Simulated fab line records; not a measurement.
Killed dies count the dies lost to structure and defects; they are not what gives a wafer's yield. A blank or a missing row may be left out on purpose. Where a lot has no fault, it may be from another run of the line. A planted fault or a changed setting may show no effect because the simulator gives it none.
fab line records + flow n5_finfet
[record]
- lots = 7
- wafers = 39
route steps=1938 shown WELL_APT@26 STI_FIN_REVEAL@184 DUMMY_GATE@234 HKMG_FIN@403 BEOL_M0_SAQP@637 BEOL_M1@816 BEOL_M3@972 BEOL_M4@1088 BEOL_M7@1263 BEOL_M9@1459 BEOL_M12@1602 PAD_METAL@1895 PASSIVATION@1936
start_h: start of the lot's first displayed wafer, in hours after the record's first day + wait_h: how many hours have passed since the lot's step before this one + " same as the row above + L1.1+2: several wafers, shown together as one row + - value missing, or start not given + * or withheld: withheld + < > ~ a bound
route shown NAME@n: NAME is a module with steps in the file, n the number in the route of the first one + usual: average and standard deviation across the fault-free wafers + same: alike in all rows + chamber/n: place in a boat + sites: per-site readings + _std_site: the standard deviation of these + _edge_site: mean of outer sites minus mean of inner sites + radius_mm: how far each site lies from the wafer's centre + mask NAME#n: copy n + behind: the last tool/chamber to shape the wafer + hold: cause of the lot's hold/its duration in hours/its outcome + device: the transistor (n, p or np) that didn't switch + end of line: tests of these same wafers at the route's end + step lacking rows: just its recipe + killed: dies that structure and defects cost at the first sort, which is not the same as the wafer's yield + map: shows each die of a wafer: x if killed, . if not, _ if none is there
set.NAME: the setting as run; set.NAME@STEP: as run at that earlier step + model.NAME: the simulator's own value behind a step, which no gauge read
lots where settings were altered on purpose, with a table for each step and a row for each wafer
[[steps]]
[step N5_WELL_APT_DEVELOP_07]
[recipe]
- develop_time_s = 45
- rinse_liquid = surfactant_rinse
- dry = air_spin
- dev_temp_c = 21
[step N5_STI_FIN_REVEAL_ALD_14]
[recipe]
- material = Si3N4
- target_thk_a = 30
- temp_c = 400
- ald_precursor_family = SiH2I2
- ald_co_reactant = N2/H2-plasma
- pressure_torr = 2
[step N5_DUMMY_GATE_DESCUM_20]
[recipe]
- chemistry = O2
- time_s = 6.2
- source_power_w = 50
- bias_power_w = 20
- pressure_mtorr = 20
- rf_frequency_hz = 2.712e+07
- temp_c = 40
- resist = CAR-EUV
- o2_flow_sccm = 225
[step N5_HKMG_FIN_ETCH_55]
[recipe]
- chemistry = N2/H2
- target = SOC
- target_depth_a = 2400
- temp_c = 40
- time_s = 300
- ion_energy_ev = 200
- mask_material = SiARC
- pressure_mtorr = 30
- source_w = 840
- bias_w = 150
- n2_flow_sccm = 200
- h2_flow_sccm = 200
[step N5_BEOL_M0_SAQP_PECVD_97]
[recipe]
- material = SiNx
- target_thk_a = 230
- temp_c = 350
- precursor = SiH4/NH3/N2
- pressure_torr = 1.5
- rf_w = 300
- time_s = 19.9
[step N5_BEOL_M1_SPUTTER_79]
[recipe]
- material = Cu
- target_thk_a = 45
- temp_c = -20
- chamber_pressure_pa = 0.07
- power_w = withheld
- time_s = 8.29
[step N5_BEOL_M3_ALD_98]
[recipe]
- material = SiO2
- target_thk_a = 25
- temp_c = 100
- ald_precursor_family = BDEAS
- ald_co_reactant = O2-plasma
- pulse_time_s = 1
- co_reactant_pulse_time_s = 1
- purge_time_s = 2
- co_reactant_purge_time_s = 2
- ald_cycles = 17
- pressure_torr = 2
[step N5_BEOL_M4_SPUTTER_81]
[step N5_BEOL_M7_ILD_DEP_00]
[recipe]
- material = SiCOH_lowk
- target_thk_a = 1797.5
- temp_c = 300
- precursor = DEMS/porogen
- pressure_torr = 5
- rf_w = 500
- time_s = 33.4
[step N5_BEOL_M7_TRENCH_ETCH_37]
[recipe]
- chemistry = C4F6/O2
- target_depth_a = 934.78
- target = SiCOH_lowk
- time_s = 31.2
- ion_energy_ev = 250
- pressure_mtorr = 30
- source_w = 345
- bias_w = 185
- Ar_flow_sccm = 300
- C4F6_flow_sccm = 10
- O2_flow_sccm = 10
[step N5_BEOL_M9_SURFACE_TREAT_79]
[recipe]
- gas = Ar
- time_s = *
- ion_energy_ev = *
- ion_current_ma_cm2 = 0.5
- pressure_mtorr = *
- ar_flow_sccm = 30
[step N5_BEOL_M12_ILD_DEP_00]
[recipe]
- material = SiOC
- target_thk_a = 6589.2
- temp_c = 350
- precursor = DEMS/O2
- pressure_torr = 5
- rf_w = 500
- time_s = 130.7
[step N5_PASSIVATION_SPUTTER_20]
[recipe]
- material = TaN
- target_thk_a = 500
- temp_c = 25
- chamber_pressure_pa = 0.4
[step N5_PASSIVATION_PROBE_49]
[usual]
- killed_at_M0_to_M3 = 34/9.6
| lot.wafer | tool      | chamber | start_h | wait_h | set.develop_time_s@WELL_APT_DEVELOP_07 | set.target_thk_a@STI_FIN_REVEAL_ALD_14 | set.time_s@DUMMY_GATE_DESCUM_20 | set.time_s@HKMG_FIN_ETCH_55 | set.time_s@BEOL_M0_SAQP_PECVD_97 | set.target_thk_a@BEOL_M1_SPUTTER_79 | set.ald_cycles@BEOL_M3_ALD_98 | set.time_s@BEOL_M4_SPUTTER_81 | set.target_thk_a@BEOL_M7_ILD_DEP_00 | set.target_depth_a@BEOL_M7_TRENCH_ETCH_37 | set.time_s@BEOL_M9_SURFACE_TREAT_79 | set.target_thk_a@BEOL_M12_ILD_DEP_00 | set.target_thk_a@PASSIVATION_SPUTTER_20 | killed_at_M0_to_M3 |
|-----------|-----------|---------|---------|--------|----------------------------------------|----------------------------------------|---------------------------------|-----------------------------|----------------------------------|-------------------------------------|-------------------------------|-------------------------------|-------------------------------------|-------------------------------------------|-------------------------------------|--------------------------------------|-----------------------------------------|--------------------|
| L076.1    | prober-02 | -       | 377.44  | 0.0    | 45                                     | 35.01                                  | 7.351                           | 300                         | 19.9                             | 45                                  | 10                            | 5.401                         | 1797.5                              | 934.78                                    | *                                   | 3493                                 | 702.8                                   | 30                 |
| L076.2    | prober-02 | -       | 377.49  | 0.1    | 58.15                                  | 35.01                                  | 6.2                             | 300                         | 25.32                            | 45                                  | 10                            | 8.29                          | 821.1                               | 934.78                                    | *                                   | 3493                                 | 702.8                                   | 278                |
| L076.3    | prober-02 | -       | 377.54  | 0.1    | 58.15                                  | 30                                     | 6.2                             | 300                         | 19.9                             | 45                                  | 17                            | 8.29                          | 1797.5                              | 934.78                                    | *                                   | 6589.2                               | 702.8                                   | 36                 |
| L076.4    | prober-02 | -       | 377.59  | 0.2    | 58.15                                  | 35.01                                  | 7.351                           | 300                         | 25.32                            | 45                                  | 17                            | 5.401                         | 1797.5                              | 934.78                                    | *                                   | 6589.2                               | 500                                     | 288                |
| L076.5    | prober-02 | -       | 377.64  | 0.2    | 45                                     | 30                                     | 7.351                           | 300                         | 25.32                            | 45                                  | 10                            | 8.29                          | 821.1                               | 934.78                                    | *                                   | 6589.2                               | 500                                     | 313                |
| L076.6    | prober-02 | -       | 377.69  | 0.3    | 45                                     | 30                                     | 6.2                             | 300                         | 19.9                             | 45                                  | 17                            | 5.401                         | 821.1                               | 934.78                                    | *                                   | 3493                                 | 500                                     | 34                 |
| L083.3    | prober-02 | -       | 408.24  | 0.2    | 45                                     | 30                                     | 6.2                             | 300                         | 19.9                             | 45                                  | 17                            | 8.29                          | 1797.5                              | 934.78                                    | *                                   | 6589.2                               | 500                                     | 44                 |
| L083.4    | prober-02 | -       | 408.29  | 0.3    | 45                                     | 30                                     | 6.2                             | 300                         | 19.9                             | 45                                  | 17                            | 8.29                          | 1797.5                              | 934.78                                    | *                                   | 6589.2                               | 500                                     | 41                 |
| L083.6    | prober-02 | -       | 408.39  | 0.4    | 45                                     | 30                                     | 6.2                             | 300                         | 19.9                             | 45                                  | 17                            | 8.29                          | 1797.5                              | 934.78                                    | *                                   | 6589.2                               | 500                                     | 16                 |
| L080.1    | prober-01 | -       | 412.19  | 0.0    | 20.61                                  | 34.76                                  | 3.557                           | 300                         | 29.14                            | 28.48                               | 9                             | 5.896                         | 869                                 | 934.78                                    | *                                   | 6589.2                               | 400.7                                   | 1095               |
| L080.2    | prober-01 | -       | 412.24  | 0.1    | 45                                     | 34.76                                  | 6.2                             | 300                         | 29.14                            | 45                                  | 17                            | 5.896                         | 869                                 | 1379                                      | *                                   | 3251                                 | 400.7                                   | 1080               |
| L080.3    | prober-01 | -       | 412.29  | 0.1    | 45                                     | 30                                     | 6.2                             | 461.7                       | 29.14                            | 28.48                               | 17                            | 8.29                          | 1797.5                              | 1379                                      | *                                   | 6589.2                               | 500                                     | 1089               |
| L080.4    | prober-01 | -       | 412.34  | 0.2    | 20.61                                  | 30                                     | 3.557                           | 461.7                       | 19.9                             | 45                                  | 17                            | 8.29                          | 869                                 | 934.78                                    | *                                   | 3251                                 | 500                                     | 45                 |
| L080.5    | prober-01 | -       | 412.39  | 0.2    | 45                                     | 34.76                                  | 3.557                           | 461.7                       | 19.9                             | 28.48                               | 9                             | 5.896                         | 1797.5                              | 934.78                                    | *                                   | 6589.2                               | 400.7                                   | 53                 |
| L080.6    | prober-01 | -       | 412.44  | 0.3    | 20.61                                  | 30                                     | 6.2                             | 300                         | 19.9                             | 45                                  | 9                             | 8.29                          | 1797.5                              | 1379                                      | *                                   | 3251                                 | 500                                     | 43                 |
| L086.1    | prober-01 | -       | 433.44  | 0.0    | 45                                     | 30                                     | 6.2                             | 383.4                       | 19.9                             | 45                                  | 17                            | 11.18                         | 1797.5                              | 1242                                      | *                                   | 6589.2                               | 500                                     | 29                 |
| L086.2    | prober-01 | -       | 433.49  | 0.1    | 24.93                                  | 30                                     | 8.639                           | 300                         | 13.78                            | 45                                  | 17                            | 8.29                          | 1797.5                              | 1242                                      | *                                   | 6589.2                               | 697                                     | 30                 |
| L086.3    | prober-01 | -       | 433.54  | 0.1    | 24.93                                  | 30                                     | 8.639                           | 383.4                       | 13.78                            | 45                                  | 8                             | 11.18                         | 1797.5                              | 934.78                                    | *                                   | 4547                                 | 697                                     | 32                 |
| L086.4    | prober-01 | -       | 433.59  | 0.2    | 45                                     | 30                                     | 6.2                             | 300                         | 13.78                            | 45                                  | 8                             | 8.29                          | 2694                                | 1242                                      | *                                   | 4547                                 | 500                                     | 35                 |
| L086.5    | prober-01 | -       | 433.64  | 0.2    | 24.93                                  | 30                                     | 6.2                             | 383.4                       | 19.9                             | 45                                  | 8                             | 8.29                          | 2694                                | 934.78                                    | *                                   | 4547                                 | 500                                     | 45                 |
| L086.6    | prober-01 | -       | 433.69  | 0.3    | 45                                     | 30                                     | 8.639                           | 300                         | 19.9                             | 45                                  | 17                            | 11.18                         | 2694                                | 934.78                                    | *                                   | 6589.2                               | 697                                     | 32                 |
| L091.1    | prober-02 | -       | 449.85  | 0.0    | 45                                     | 47.81                                  | 6.2                             | 300                         | 19.9                             | 37.2                                | 17                            | 8.29                          | 2827                                | 934.78                                    | *                                   | 6589.2                               | 500                                     | 33                 |
| L091.2    | prober-02 | -       | 449.90  | 0.1    | 45                                     | 47.81                                  | 6.2                             | 300                         | 19.9                             | 45                                  | 17                            | 9.665                         | 2827                                | 934.78                                    | *                                   | 6589.2                               | 500                                     | 21                 |
| L091.3    | prober-02 | -       | 449.95  | 0.1    | 45                                     | 30                                     | 6.2                             | 300                         | 19.9                             | 37.2                                | 17                            | 9.665                         | 1797.5                              | 934.78                                    | *                                   | 6589.2                               | 500                                     | 43                 |
| L091.4    | prober-02 | -       | 450.00  | 0.2    | 45                                     | 47.81                                  | 8.142                           | 300                         | 19.9                             | 37.2                                | 17                            | 8.29                          | 1797.5                              | 934.78                                    | *                                   | 6589.2                               | 500                                     | 39                 |
| L091.5    | prober-02 | -       | 450.05  | 0.2    | 45                                     | 30                                     | 8.142                           | 300                         | 19.9                             | 45                                  | 17                            | 8.29                          | 2827                                | 934.78                                    | *                                   | 6589.2                               | 500                                     | 38                 |
| L091.6    | prober-02 | -       | 450.10  | 0.3    | 45                                     | 30                                     | 8.142                           | 300                         | 19.9                             | 45                                  | 17                            | 9.665                         | 1797.5                              | 934.78                                    | *                                   | 6589.2                               | 500                                     | 34                 |
| L092.1    | prober-01 | -       | 460.24  | 0.0    | 45                                     | 15.8                                   | 6.2                             | 368.5                       | 19.9                             | 57.83                               | 11                            | 8.29                          | 1797.5                              | 554.4                                     | *                                   | 6589.2                               | 603.7                                   | 59                 |
| L092.2    | prober-01 | -       | 460.29  | 0.1    | 45                                     | 30                                     | 5.242                           | 368.5                       | 19.9                             | 45                                  | 17                            | 8.29                          | 2711                                | 934.78                                    | *                                   | 6589.2                               | 500                                     | 51                 |
| L092.3    | prober-01 | -       | 460.34  | 0.1    | 45                                     | 15.8                                   | 6.2                             | 368.5                       | 29.97                            | 57.83                               | 11                            | 8.29                          | 2711                                | 934.78                                    | *                                   | 6589.2                               | 603.7                                   | 1108               |
| L092.4    | prober-01 | -       | 460.39  | 0.2    | 45                                     | 15.8                                   | 5.242                           | 300                         | 19.9                             | 45                                  | 11                            | 8.29                          | 1797.5                              | 934.78                                    | *                                   | 6589.2                               | 500                                     | 44                 |
| L092.5    | prober-01 | -       | 460.44  | 0.2    | 45                                     | 30                                     | 5.242                           | 300                         | 29.97                            | 57.83                               | 17                            | 8.29                          | 2711                                | 554.4                                     | *                                   | 6589.2                               | 603.7                                   | 1080               |
| L092.6    | prober-01 | -       | 460.49  | 0.3    | 45                                     | 30                                     | 6.2                             | 300                         | 29.97                            | 45                                  | 17                            | 8.29                          | 1797.5                              | 554.4                                     | *                                   | 6589.2                               | 500                                     | 1092               |
| L095.1    | prober-01 | -       | 500.48  | 0.0    | 25.57                                  | 30                                     | 7.491                           | 368.8                       | 19.9                             | 45                                  | 26                            | 8.29                          | 1797.5                              | 934.78                                    | *                                   | 6589.2                               | 500                                     | 25                 |
| L095.2    | prober-01 | -       | 500.53  | 0.1    | 25.57                                  | 18.44                                  | 7.491                           | 368.8                       | 19.9                             | 35.62                               | 17                            | 8.29                          | 1797.5                              | 1179                                      | *                                   | 6589.2                               | 500                                     | 27                 |
| L095.3    | prober-01 | -       | 500.58  | 0.1    | 45                                     | 18.44                                  | 7.491                           | 300                         | 19.9                             | 35.62                               | 26                            | 8.29                          | 1143                                | 934.78                                    | *                                   | 4329                                 | 500                                     | 34                 |
| L095.4    | prober-01 | -       | 500.63  | 0.2    | 45                                     | 30                                     | 6.2                             | 300                         | 19.9                             | 35.62                               | 26                            | 8.29                          | 1797.5                              | 1179                                      | *                                   | 4329                                 | 500                                     | 47                 |
| L095.5    | prober-01 | -       | 500.68  | 0.2    | 25.57                                  | 30                                     | 6.2                             | 300                         | 19.9                             | 45                                  | 17                            | 8.29                          | 1143                                | 934.78                                    | *                                   | 6589.2                               | 500                                     | 41                 |
| L095.6    | prober-01 | -       | 500.73  | 0.3    | 45                                     | 18.44                                  | 6.2                             | 368.8                       | 19.9                             | 45                                  | 17                            | 8.29                          | 1143                                | 1179                                      | *                                   | 4329                                 | 500                                     | 18                 |
// killed by level:class
L076.1 PAD_METAL:area_sputter=1055 STI_FIN_REVEAL:geometric_particle:open=17 MOL_CONTACT_COAG:geometric_particle:open=12 FIN_SAQP:geometric_particle:short=11 BEOL_M2:geometric_particle:open=11 BEOL_M4:geometric_particle:open=10 GATE_CUT:geometric_particle:short=7 FIN_SAQP:geometric_particle:open=6
L076.2 BEOL_M7:area_dep=798 BEOL_M0_SAQP:area_pecvd=250 STI_FIN_REVEAL:geometric_particle:open=22 BEOL_M4:geometric_particle:open=15 PAD_METAL:area_sputter=12 BEOL_M2:geometric_particle:open=8 MOL_CONTACT_COAG:geometric_particle:open=7 GATE_CUT:geometric_particle:short=6
L076.3 PAD_METAL:area_sputter=1073 STI_FIN_REVEAL:geometric_particle:open=12 BEOL_M2:geometric_particle:open=12 BEOL_M4:geometric_particle:open=10 BEOL_M0_SAQP:geometric_particle:open=9 BEOL_M0_SAQP:geometric_particle:short=7 FIN_SAQP:geometric_particle:open=6 MOL_CONTACT_COAG:geometric_particle:open=6
L076.4 BEOL_M0_SAQP:area_pecvd=240 BEOL_M2:geometric_particle:open=19 STI_FIN_REVEAL:geometric_particle:open=18 FIN_SAQP:geometric_particle:short=11 FIN_SAQP:geometric_particle:open=11 BEOL_M0_SAQP:geometric_particle:short=9 BEOL_M0_SAQP:geometric_particle:open=8 MOL_CONTACT_COAG:geometric_particle:open=7
L076.5 BEOL_M7:area_dep=803 BEOL_M0_SAQP:area_pecvd=272 BEOL_M0_SAQP:geometric_particle:short=13 BEOL_M0_SAQP:geometric_particle:open=12 MOL_CONTACT_COAG:geometric_particle:open=8 FIN_SAQP:geometric_particle:short=7 BEOL_M4:geometric_particle:open=6 STI_FIN_REVEAL:geometric_particle:open=5
L076.6 BEOL_M7:area_dep=1033 STI_FIN_REVEAL:geometric_particle:open=37 MOL_CONTACT_COAG:geometric_particle:open=13 MOL_CONTACT_COAG:geometric_particle:short=12 BEOL_M2:geometric_particle:open=9 BEOL_M0_SAQP:geometric_particle:open=8 BEOL_M4:geometric_particle:open=8 BEOL_M0_SAQP:geometric_particle:short=7
L083.3 BEOL_M0_SAQP:geometric_particle:short=11 MOL_CONTACT_COAG:geometric_particle:open=10 BEOL_M1:geometric_particle:open=9 BEOL_M2:geometric_particle:open=9 STI_FIN_REVEAL:geometric_particle:open=8 BEOL_M0_SAQP:geometric_particle:open=8 GATE_CUT:geometric_particle:short=5 MOL_CONTACT_COAG:geometric_particle:short=5
L083.4 MOL_CONTACT_COAG:geometric_particle:open=10 BEOL_M0_SAQP:geometric_particle:open=9 BEOL_M2:geometric_particle:open=9 DUMMY_GATE:geometric_particle:open=8 BEOL_M1:geometric_particle:open=8 FIN_SAQP:geometric_particle:open=6 BEOL_M0_SAQP:geometric_particle:short=6 BEOL_M2:geometric_particle:short=6
L083.6 MOL_CONTACT_COAG:geometric_particle:open=19 STI_FIN_REVEAL:geometric_particle:open=14 FIN_SAQP:geometric_particle:open=9 HKMG_FIN:area_etch=9 BEOL_M0_SAQP:geometric_particle:open=7 MOL_CONTACT_COAG:geometric_particle:short=6 STARTING-WAFER:geometric_particle:short=4 BEOL_M2:geometric_particle:open=4
L080.1 BEOL_M0_SAQP:area_pecvd=1042 MOL_CONTACT_COAG:geometric_particle:open=24 BEOL_M0_SAQP:geometric_particle:open=18 MOL_CONTACT_COAG:geometric_particle:short=11 BEOL_M0_SAQP:geometric_particle:short=9 HKMG_FIN:area_etch=9 BEOL_M3:geometric_particle:open=7 DUMMY_GATE:geometric_particle:open=6
L080.2 BEOL_M0_SAQP:area_pecvd=1048 STI_FIN_REVEAL:geometric_particle:open=20 MOL_CONTACT_COAG:geometric_particle:open=13 BEOL_M1:geometric_particle:open=10 BEOL_M4:geometric_particle:open=9 BEOL_M0_SAQP:geometric_particle:open=8 FIN_SAQP:geometric_particle:short=7 BEOL_M0_SAQP:geometric_particle:short=6
L080.3 BEOL_M0_SAQP:area_pecvd=1049 STI_FIN_REVEAL:geometric_particle:open=16 FIN_SAQP:geometric_particle:open=14 MOL_CONTACT_COAG:geometric_particle:open=14 BEOL_M0_SAQP:geometric_particle:open=13 BEOL_M0_SAQP:geometric_particle:short=12 FIN_SAQP:geometric_particle:short=6 BEOL_M4:geometric_particle:open=6
L080.4 BEOL_M7:area_dep=1064 BEOL_M3:geometric_particle:open=12 BEOL_M4:geometric_particle:open=11 BEOL_M0_SAQP:geometric_particle:short=10 MOL_CONTACT_COAG:geometric_particle:open=10 BEOL_M1:geometric_particle:open=9 BEOL_M0_SAQP:geometric_particle:open=6 MIM_TOP_ETCH:geometric_particle:short=5
L080.5 BEOL_M0_SAQP:geometric_particle:short=15 STI_FIN_REVEAL:geometric_particle:open=14 MOL_CONTACT_COAG:geometric_particle:open=13 BEOL_M2:geometric_particle:open=11 BEOL_M0_SAQP:geometric_particle:open=9 GATE_CUT:geometric_particle:short=7 BEOL_M1:geometric_particle:open=6 BEOL_M3:geometric_particle:open=6
L080.6 BEOL_M12:area_dep=218 HKMG_FIN:area_etch=19 BEOL_M4:geometric_particle:open=18 BEOL_M0_SAQP:geometric_particle:short=14 STI_FIN_REVEAL:geometric_particle:open=12 BEOL_M1:geometric_particle:open=12 BEOL_M0_SAQP:geometric_particle:open=10 BEOL_M7:area_etch=10
L086.1 STI_FIN_REVEAL:geometric_particle:open=11 BEOL_M3:geometric_particle:open=10 MOL_CONTACT_COAG:geometric_particle:open=8 BEOL_M4:geometric_particle:open=7 BEOL_M1:geometric_particle:open=7 FIN_SAQP:geometric_particle:open=4 GATE_CUT:geometric_particle:short=4 GATE_CUT:geometric_particle:open=4
L086.2 PAD_METAL:area_sputter=1072 MOL_CONTACT_COAG:geometric_particle:open=28 BEOL_M3:geometric_particle:open=15 BEOL_M4:geometric_particle:open=9 GATE_CUT:geometric_particle:short=7 STI_FIN_REVEAL:geometric_particle:open=6 GATE_CUT:geometric_particle:open=5 STARTING-WAFER:geometric_particle:short=5
L086.3 PAD_METAL:area_sputter=1071 MOL_CONTACT_COAG:geometric_particle:open=15 STI_FIN_REVEAL:geometric_particle:open=14 BEOL_M4:geometric_particle:open=13 BEOL_M3:geometric_particle:open=11 BEOL_M0_SAQP:geometric_particle:short=7 GATE_CUT:geometric_particle:short=6 MOL_CONTACT_COAG:geometric_particle:short=6
L086.4 BEOL_M3:geometric_particle:open=15 BEOL_M4:geometric_particle:open=9 MOL_CONTACT_COAG:geometric_particle:open=8 BEOL_M2:geometric_particle:open=8 BEOL_M3:geometric_particle:short=5 STARTING-WAFER:geometric_particle:open=4 FIN_SAQP:geometric_particle:open=2 FIN_SAQP:geometric_particle:short=2
L086.5 BEOL_M7:area_etch=1071 BEOL_M3:geometric_particle:open=18 BEOL_M2:geometric_particle:open=10 MOL_CONTACT_COAG:geometric_particle:open=9 GATE_CUT:geometric_particle:short=8 GATE_CUT:geometric_particle:open=6 BEOL_M0_SAQP:geometric_particle:open=6 BEOL_M4:geometric_particle:open=6
L086.6 BEOL_M7:area_etch=1091 MOL_CONTACT_COAG:geometric_particle:open=14 BEOL_M3:geometric_particle:open=12 BEOL_M4:geometric_particle:open=8 MOL_CONTACT_COAG:geometric_particle:short=7 BEOL_M2:geometric_particle:open=7 STI_FIN_REVEAL:geometric_particle:open=4 BEOL_M1:geometric_particle:open=4
L091.1 BEOL_M7:area_etch=1071 FIN_SAQP:geometric_particle:open=13 FIN_SAQP:geometric_particle:short=12 MOL_CONTACT_COAG:geometric_particle:open=11 STI_FIN_REVEAL:geometric_particle:open=9 BEOL_M3:geometric_particle:open=9 BEOL_M2:geometric_particle:open=7 BEOL_M4:geometric_particle:open=7
L091.2 BEOL_M7:area_etch=1081 STI_FIN_REVEAL:geometric_particle:open=18 FIN_SAQP:geometric_particle:open=16 MOL_CONTACT_COAG:geometric_particle:open=6 STARTING-WAFER:geometric_particle:short=6 FIN_SAQP:geometric_particle:short=5 BEOL_M0_SAQP:geometric_particle:short=5 STI_FIN_REVEAL:geometric_particle:short=4
L091.3 BEOL_M0_SAQP:geometric_particle:open=16 MOL_CONTACT_COAG:geometric_particle:open=13 FIN_SAQP:geometric_particle:short=11 BEOL_M2:geometric_particle:open=9 STI_FIN_REVEAL:geometric_particle:open=8 FIN_SAQP:geometric_particle:open=7 BEOL_M0_SAQP:geometric_particle:short=7 BEOL_M3:geometric_particle:open=6
L091.4 BEOL_M2:geometric_particle:open=15 FIN_SAQP:geometric_particle:short=11 FIN_SAQP:geometric_particle:open=10 STI_FIN_REVEAL:geometric_particle:open=9 BEOL_M0_SAQP:geometric_particle:short=6 MOL_CONTACT_COAG:geometric_particle:open=5 BEOL_M3:geometric_particle:open=5 DUMMY_GATE:geometric_particle:open=4
L091.5 BEOL_M7:area_etch=1073 FIN_SAQP:geometric_particle:open=12 FIN_SAQP:geometric_particle:short=12 BEOL_M1:geometric_particle:open=8 BEOL_M2:geometric_particle:open=8 BEOL_M0_SAQP:geometric_particle:short=7 ILD0:geometric_particle:open=6 STI_FIN_REVEAL:geometric_particle:open=5
L091.6 MOL_CONTACT_COAG:geometric_particle:open=17 BEOL_M2:geometric_particle:open=12 FIN_SAQP:geometric_particle:short=11 FIN_SAQP:geometric_particle:open=9 STI_FIN_REVEAL:geometric_particle:open=7 BEOL_M1:geometric_particle:open=5 BEOL_M2:geometric_particle:short=5 BEOL_M0_SAQP:geometric_particle:short=4
L092.1 BEOL_M7:area_ecd=72 BEOL_M1:geometric_particle:short=14 BEOL_M2:geometric_particle:open=12 STI_FIN_REVEAL:geometric_particle:open=11 BEOL_M4:geometric_particle:open=9 MOL_CONTACT_COAG:geometric_particle:open=9 BEOL_M3:geometric_particle:open=8 FIN_SAQP:geometric_particle:open=6
L092.2 BEOL_M7:area_etch=1051 MOL_CONTACT_COAG:geometric_particle:open=14 BEOL_M2:geometric_particle:open=11 BEOL_M3:geometric_particle:open=10 BEOL_M4:geometric_particle:open=9 FIN_SAQP:geometric_particle:open=8 FIN_SAQP:geometric_particle:short=8 BEOL_M1:geometric_particle:open=8
L092.3 BEOL_M0_SAQP:area_pecvd=1052 STI_FIN_REVEAL:geometric_particle:open=13 BEOL_M0_SAQP:geometric_particle:short=13 BEOL_M4:geometric_particle:open=12 BEOL_M0_SAQP:geometric_particle:open=10 BEOL_M3:geometric_particle:open=10 BEOL_M1:geometric_particle:open=6 BEOL_M2:geometric_particle:open=6
L092.4 BEOL_M2:geometric_particle:open=12 MOL_CONTACT_COAG:geometric_particle:open=10 BEOL_M0:geometric_particle:open=9 BEOL_M0_SAQP:geometric_particle:short=6 BEOL_M0_SAQP:geometric_particle:open=5 BEOL_M4:geometric_particle:open=5 STARTING-WAFER:geometric_particle:open=5 DUMMY_GATE:geometric_particle:open=4
L092.5 BEOL_M0_SAQP:area_pecvd=1032 MOL_CONTACT_COAG:geometric_particle:open=18 BEOL_M4:geometric_particle:open=14 FIN_SAQP:geometric_particle:open=10 BEOL_M1:geometric_particle:open=10 STI_FIN_REVEAL:geometric_particle:open=9 BEOL_M0_SAQP:geometric_particle:open=9 BEOL_M0_SAQP:geometric_particle:short=6
L092.6 BEOL_M0_SAQP:area_pecvd=1050 MOL_CONTACT_COAG:geometric_particle:open=16 STI_FIN_REVEAL:geometric_particle:open=11 BEOL_M2:geometric_particle:open=11 FIN_SAQP:geometric_particle:open=10 BEOL_M1:geometric_particle:open=10 BEOL_M4:geometric_particle:open=8 BEOL_M3:geometric_particle:open=7
L095.1 BEOL_M4:geometric_particle:open=10 FIN_SAQP:geometric_particle:open=9 MOL_CONTACT_COAG:geometric_particle:open=9 BEOL_M3:geometric_particle:open=9 STI_FIN_REVEAL:geometric_particle:open=7 FIN_SAQP:geometric_particle:short=5 GATE_CUT:geometric_particle:short=4 MOL_CONTACT_COAG:geometric_particle:short=4
L095.2 MOL_CONTACT_COAG:geometric_particle:open=21 STI_FIN_REVEAL:geometric_particle:open=10 MOL_CONTACT_COAG:geometric_particle:short=6 BEOL_M0_SAQP:geometric_particle:short=6 BEOL_M2:geometric_particle:open=6 FIN_SAQP:geometric_particle:open=5 BEOL_M4:geometric_particle:open=5 GATE_CUT:geometric_particle:short=4
L095.3 BEOL_M7:area_dep=75 MOL_CONTACT_COAG:geometric_particle:open=15 STI_FIN_REVEAL:geometric_particle:open=9 BEOL_M3:geometric_particle:open=9 BEOL_M1:geometric_particle:open=6 BEOL_M2:geometric_particle:open=6 ILD0:geometric_particle:short=5 GATE_CUT:geometric_particle:short=4
L095.4 MOL_CONTACT_COAG:geometric_particle:open=18 BEOL_M3:geometric_particle:open=18 STI_FIN_REVEAL:geometric_particle:open=13 BEOL_M0_SAQP:geometric_particle:open=7 MOL_CONTACT_COAG:geometric_particle:short=5 BEOL_M0_SAQP:geometric_particle:short=5 BEOL_M1:geometric_particle:open=5 BEOL_M3:geometric_particle:short=4
L095.5 BEOL_M7:area_dep=65 MOL_CONTACT_COAG:geometric_particle:open=12 BEOL_M0_SAQP:geometric_particle:short=11 BEOL_M3:geometric_particle:open=11 FIN_SAQP:geometric_particle:open=9 STI_FIN_REVEAL:geometric_particle:open=8 BEOL_M0_SAQP:geometric_particle:open=8 BEOL_M2:geometric_particle:open=6
L095.6 BEOL_M7:area_dep=1050 MOL_CONTACT_COAG:geometric_particle:open=19 STI_FIN_REVEAL:geometric_particle:open=12 FIN_SAQP:geometric_particle:open=10 BEOL_M4:geometric_particle:open=5 GATE_CUT:geometric_particle:short=5 MOL_CONTACT_COAG:geometric_particle:short=5 STARTING-WAFER:geometric_particle:short=5
[[key]]
[split]
- step = N5_WELL_APT_DEVELOP_07
- setting = develop_time_s
- stated_as = 45
response none clear
[split]
- step = N5_STI_FIN_REVEAL_ALD_14
- setting = target_thk_a
- stated_as = 30
response none clear
[split]
- step = N5_DUMMY_GATE_DESCUM_20
- setting = time_s
- stated_as = 6.2
response none clear
[split]
- step = N5_HKMG_FIN_ETCH_55
- setting = time_s
- stated_as = 300
response none clear
[split]
- step = N5_BEOL_M0_SAQP_PECVD_97
- setting = time_s
- stated_as = 19.9
[response]
- step = N5_PASSIVATION_PROBE_49
- reading = killed_at_M0_to_M3
- slope = +17.5
- per = 1%
- together_with = all
- explained = 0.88
[split]
- step = N5_BEOL_M1_SPUTTER_79
- setting = target_thk_a
- stated_as = 45
response none clear
[split]
- step = N5_BEOL_M3_ALD_98
- setting = ald_cycles
- stated_as = 17
response none clear
[split]
- step = N5_BEOL_M4_SPUTTER_81
- setting = time_s
- stated_as = 8.29
response none clear
[split]
- step = N5_BEOL_M7_ILD_DEP_00
- setting = target_thk_a
- stated_as = 1797.5
response none clear
[split]
- step = N5_BEOL_M7_TRENCH_ETCH_37
- setting = target_depth_a
- stated_as = 934.78
response none clear
[split]
- step = N5_BEOL_M9_SURFACE_TREAT_79
- setting = time_s
- stated_as = *
response none clear
[split]
- step = N5_BEOL_M12_ILD_DEP_00
- setting = target_thk_a
- stated_as = 6589.2
response none clear
[split]
- step = N5_PASSIVATION_SPUTTER_20
- setting = target_thk_a
- stated_as = 500
response none clear
